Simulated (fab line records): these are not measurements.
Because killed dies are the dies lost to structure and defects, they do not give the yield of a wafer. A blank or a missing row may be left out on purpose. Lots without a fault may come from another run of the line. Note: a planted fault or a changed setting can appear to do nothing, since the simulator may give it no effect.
Shared-tool check | flow nandHarc | 12 lots, 36 wafers sampled

== WHAT PROMPTED THE OPENING ==
At NHARC_A_ONON_D2_THK_MEAS_05 the reading thkNm is flagged on 2 of 12 lots. Wafers without a fault read 996 nm, standard deviation 8.7.
Rule: a lot is flagged in two cases, either no wafer of it has a number, or all its wafers with numbers fall more than 4 standard deviations from that mean. The rest of the lots are taken to be sound.

lot  | measured     | on           | thkNm (nm), wafer by wafer | flag
L141 | day 12 07:24 | filmMetro-02 | 998 999 997                | 
L142 | day 12 17:08 | filmMetro-02 | 988 988 987                | 
L143 | day 13 09:32 | filmMetro-02 | 982 982 982                | 
L144 | day 13 21:51 | filmMetro-02 | 997 994 996                | 
L145 | day 13 21:51 | filmMetro-01 | 1000 1000 1001             | 
L146 | day 14 14:46 | filmMetro-01 | 1005 1005 1004             | 
L147 | day 14 14:47 | filmMetro-02 | 1009 1006 1011             | 
L149 | day 15 21:38 | filmMetro-01 | 1015 1014 1015             | 
L156 | day 18 13:43 | filmMetro-02 | 1575 1574 1575             | FLAGGED
L157 | day 19 10:29 | filmMetro-01 | 1581 1580 1584             | FLAGGED
L161 | day 20 21:18 | filmMetro-02 | 979 978 979                | 
L162 | day 21 05:40 | filmMetro-02 | 992 992 992                | 
The mean of the flagged lots' numbers is 1578 nm, +582 nm from the usual (+67 standard deviations).

== LOT BY LOT: THE TOOL USED ==
The record holds 4 process steps before the reading, out of a route of 1302 steps. Every cell lists first the tool, next ch and the chambers used by the sampled wafers, and last the start.
lot  | flag    | NHARC_A_CHANNEL_FILL_D1_ETCHBACK_19 | NHARC_A_DECK1_JOINT_ETCHBACK_07 | NHARC_A_DECK1_JOINT_CMP_02    | NHARC_A_ONON_D2_DEP_03
L141 |         | rieSi-04 ch 1,2, day 9 14:49        | rieSi-02 ch 0,3, day 10 14:39   | cmp-03 ch 0,1,3, day 12 05:36 | pecvdOnon-04 ch 0, day 12 07:00
L142 |         | rieSi-03 ch 0,2,3, day 10 01:10     | rieSi-02 ch 0,1,3, day 11 02:10 | cmp-04 ch 0,2,3, day 12 15:19 | pecvdOnon-02 ch 0, day 12 16:38
L143 |         | rieSi-05 ch 1,2,3, day 10 18:06     | rieSi-06 ch 1,2, day 11 18:37   | cmp-03 ch 0,1,2, day 13 07:43 | pecvdOnon-04 ch 0, day 13 09:05
L144 |         | rieSi-05 ch 1,2, day 11 07:29       | rieSi-01 ch 0,1, day 12 08:11   | cmp-02 ch 1,2,3, day 13 20:03 | pecvdOnon-01 ch 0, day 13 21:20
L145 |         | rieSi-04 ch 1,2, day 11 07:29       | rieSi-06 ch 0,1,3, day 12 08:12 | cmp-03 ch 1,3, day 13 20:00   | pecvdOnon-04 ch 0, day 13 21:20
L146 |         | rieSi-03 ch 0,2,3, day 12 04:25     | rieSi-01 ch 2,3, day 13 04:04   | cmp-03 ch 0,3, day 14 12:55   | pecvdOnon-04 ch 0, day 14 14:18
L147 |         | rieSi-04 ch 0,1, day 12 04:26       | rieSi-06 ch 0,3, day 13 04:04   | cmp-02 ch 2,3, day 14 12:55   | pecvdOnon-02 ch 0, day 14 14:23
L149 |         | rieSi-05 ch 0,3, day 13 10:38       | rieSi-02 ch 0,2,3, day 14 10:43 | cmp-03 ch 0,3, day 15 19:48   | pecvdOnon-02 ch 0, day 15 21:12
L156 | FLAGGED | rieSi-03 ch 0,1,3, day 16 01:06     | rieSi-01 ch 1,2, day 17 00:47   | cmp-04 ch 0,1, day 18 11:42   | pecvdOnon-02 ch 0, day 18 13:19
L157 | FLAGGED | rieSi-03 ch 0,1,2, day 16 21:25     | rieSi-06 ch 2,3, day 17 21:15   | cmp-04 ch 0,1, day 19 08:31   | pecvdOnon-02 ch 0, day 19 09:58
L161 |         | rieSi-04 ch 1,2, day 18 07:49       | rieSi-02 ch 0,3, day 19 07:46   | cmp-04 ch 0,3, day 20 19:26   | pecvdOnon-01 ch 0, day 20 20:51
L162 |         | rieSi-04 ch 0,1, day 18 17:10       | rieSi-01 ch 0,2,3, day 19 17:26 | cmp-02 ch 2,3, day 21 03:50   | pecvdOnon-01 ch 0, day 21 05:16
These steps, and what they do:
- NHARC_A_CHANNEL_FILL_D1_ETCHBACK_19: etches the open film in HBr/Cl2, target depth 5 nm, time 1.7 s.
- NHARC_A_DECK1_JOINT_ETCHBACK_07: etches the open film in HBr, target depth 105 nm, time 26.9 s.
- NHARC_A_DECK1_JOINT_CMP_02: polishes SiOx.
- NHARC_A_ONON_D2_DEP_03: target thk 1000 nm.
- NHARC_A_ONON_D2_THK_MEAS_05: measures by ellipsometry.

== FLAGGED AGAINST TOTAL, ONE TOOL AT A TIME (gauges that did the reading follow at the end) ==
step                                | tool         | lots run | flagged | share of the flagged lots | sound lots run after its first flagged lot
NHARC_A_CHANNEL_FILL_D1_ETCHBACK_19 | rieSi-03     | 4        | 2       | all                       | 0
NHARC_A_CHANNEL_FILL_D1_ETCHBACK_19 | rieSi-04     | 5        | 0       | none                      | -
NHARC_A_CHANNEL_FILL_D1_ETCHBACK_19 | rieSi-05     | 3        | 0       | none                      | -
NHARC_A_DECK1_JOINT_ETCHBACK_07     | rieSi-01     | 4        | 1       | some                      | 1 (L162)
NHARC_A_DECK1_JOINT_ETCHBACK_07     | rieSi-02     | 4        | 0       | none                      | -
NHARC_A_DECK1_JOINT_ETCHBACK_07     | rieSi-06     | 4        | 1       | some                      | 0
NHARC_A_DECK1_JOINT_CMP_02          | cmp-02       | 3        | 0       | none                      | -
NHARC_A_DECK1_JOINT_CMP_02          | cmp-03       | 5        | 0       | none                      | -
NHARC_A_DECK1_JOINT_CMP_02          | cmp-04       | 4        | 2       | all                       | 1 (L161)
NHARC_A_ONON_D2_DEP_03              | pecvdOnon-01 | 3        | 0       | none                      | -
NHARC_A_ONON_D2_DEP_03              | pecvdOnon-02 | 5        | 2       | all                       | 0
NHARC_A_ONON_D2_DEP_03              | pecvdOnon-04 | 4        | 0       | none                      | -
NHARC_A_ONON_D2_THK_MEAS_05         | filmMetro-01 | 4        | 1       | some                      | 0
NHARC_A_ONON_D2_THK_MEAS_05         | filmMetro-02 | 8        | 1       | some                      | 2 (L161,L162)

== WHAT THE TABLE PERMITS ==
All flagged lots were run by 3 table rows, namely rieSi-03 at NHARC_A_CHANNEL_FILL_D1_ETCHBACK_19, cmp-04 at NHARC_A_DECK1_JOINT_CMP_02, pecvdOnon-02 at NHARC_A_ONON_D2_DEP_03.
- rieSi-03 at NHARC_A_CHANNEL_FILL_D1_ETCHBACK_19: 2 of its 4 lots flagged. Its last sound lot is L146 (day 12 04:25), its first flagged lot L156 (day 16 01:06): a fault that began between those two fits.
- cmp-04 at NHARC_A_DECK1_JOINT_CMP_02: 2 of its 4 lots flagged. Sound lots followed the first flagged one (L161) on it, something a lasting fault affecting the whole tool could not allow.
- pecvdOnon-02 at NHARC_A_ONON_D2_DEP_03: 2 of its 5 lots flagged. Its last sound lot is L149 (day 15 21:12), its first flagged lot L156 (day 18 13:19): a fault that began between those two fits.
Because each of these 2 tools fits a fault that began at some hour, counting lots does not separate them. More lots, or a look at what each step does to the wafer, might.

== WHAT HAD BEEN PUT IN BY THE SIMULATOR ==
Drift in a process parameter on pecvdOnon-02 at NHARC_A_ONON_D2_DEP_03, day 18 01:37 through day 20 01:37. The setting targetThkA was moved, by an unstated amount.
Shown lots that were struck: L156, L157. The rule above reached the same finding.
